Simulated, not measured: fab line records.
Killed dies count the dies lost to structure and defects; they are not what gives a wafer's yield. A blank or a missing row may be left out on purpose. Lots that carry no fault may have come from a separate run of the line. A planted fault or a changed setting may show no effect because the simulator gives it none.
Code-filled problem report in 8D (eight disciplines) form | flow nandHarc | the parts of the form that need people (team, actions taken, sign-off) are left out

1. THE ISSUE
A mean of 31.480 % is read at NHARC_A_CONTACT_ETCH_51 for throttleValvePct, taken on 1 wafer of 1 lot, against 28.330 % (standard deviation 0.0099) on wafers free of any fault. So: +99 or more standard deviations from the usual mean.
The step: etches the open film in O2/COS, target depth 7000 nm, time 1820 s.
First observed at day 24 18:16: wafer L666.4, on rieDiel-10. Wafers with a number at this step in the record: 36, from 12 lots. By rule, "out" or "out of limits" means more than 4 standard deviations away from the usual mean. The other wafers with a number count as sound.

2. WHAT IT IS AND WHAT IT IS NOT
question                    | is                                                  | is not
which readings at this step | throttleValvePct, o2FlowSccm, showerheadPlenumPTorr | drypumpMotorCurrentA, mfcArSccm, oesProductAu, rfVppV
which lots                  | L666                                                | L661, L662, L663, L664, L668, L674, L677, L678, L679, L680, L681
which wafers of those lots  | L666.4                                              | L666.3, L666.5
read on which tools         | rieDiel-10                                          | rieDiel-12, rieDiel-13
when                        | from day 24 18:16                                   | up to then (14 sound wafers); but 21 sound wafers of L668, L674, L677, L678, L679, L680, L681 came after

3. WHAT RULES OUT EACH SUSPECT
Counting: any tool at a process step up to the reading remains a suspect provided it ran every lot that is out. Sound lots after the first of them don't rule it out here, since some wafers of a struck lot are sound.
- rieDiel-10 at NHARC_A_CONTACT_ETCH_50 (etches the open film in CF4/CHF3, target depth 121 nm, time 60.5 s): kept. It ran the lot that is out, L666 (day 24 18:16); its last sound lot up to then is L664 (day 24 04:14). With no start given for some of its lots, NHARC_A_CONTACT_ETCH_50 uses the hours and lot order of NHARC_A_CONTACT_ETCH_51.
- rieDiel-10 at NHARC_A_CONTACT_ETCH_51 (etches the open film in O2/COS, target depth 7000 nm, time 1820 s): kept. It ran the lot that is out, L666 (day 24 18:16); its last sound lot up to then is L664 (day 24 04:14). Its own readings are out on those wafers: o2FlowSccm, showerheadPlenumPTorr, throttleValvePct.
- rieDiel-10, NHARC_A_CONTACT_ETCH_50: wafers that are out in chamber 2, sound lot-mates in chambers 0, 3.
- The sound lot-mates ran in chamber 2 of rieDiel-10 at NHARC_A_CONTACT_ETCH_51, but the wafers that are out ran in chamber 0.
The count leaves rieDiel-10 at NHARC_A_CONTACT_ETCH_51 and rieDiel-10 at NHARC_A_CONTACT_ETCH_50.

4. THE CAUSE (what the simulator had put in)
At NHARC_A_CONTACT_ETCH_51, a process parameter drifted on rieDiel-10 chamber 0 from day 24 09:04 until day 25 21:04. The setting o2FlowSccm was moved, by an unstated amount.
After counting, 2 suspects remain, this tool included.

5. THE CHAIN OF EFFECTS, in route order
Each row: a reading whose mean over the struck wafers that have a number lies more than 3 standard deviations from the usual. Readings are gone through only where the record gives a usual standard deviation; hours: the median, over the lots, of the time from a lot's start at the first step in this table giving one to that lot's start at this step; sigmas: the change measured in usual standard deviations.
hours | step                    | reading               | usual      | on struck wafers | change | sigmas
0     | NHARC_A_CONTACT_ETCH_51 | o2FlowSccm            | 400.0 sccm | 480.8            | +80.8  | +67
0     | NHARC_A_CONTACT_ETCH_51 | showerheadPlenumPTorr | 3.12 Torr  | 3.57             | +0.45  | +4.1
0     | NHARC_A_CONTACT_ETCH_51 | throttleValvePct      | 28.330 %   | 31.480           | +3.150 | +99 or more
The process steps in it:
- NHARC_A_CONTACT_ETCH_51: etches the open film in O2/COS, target depth 7000 nm, time 1820 s.

6. HOW IT WOULD HAVE BEEN CAUGHT EARLIER
First out-of-limits reading in this record: day 24 18:16, which is 9 hours after fault onset at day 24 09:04.
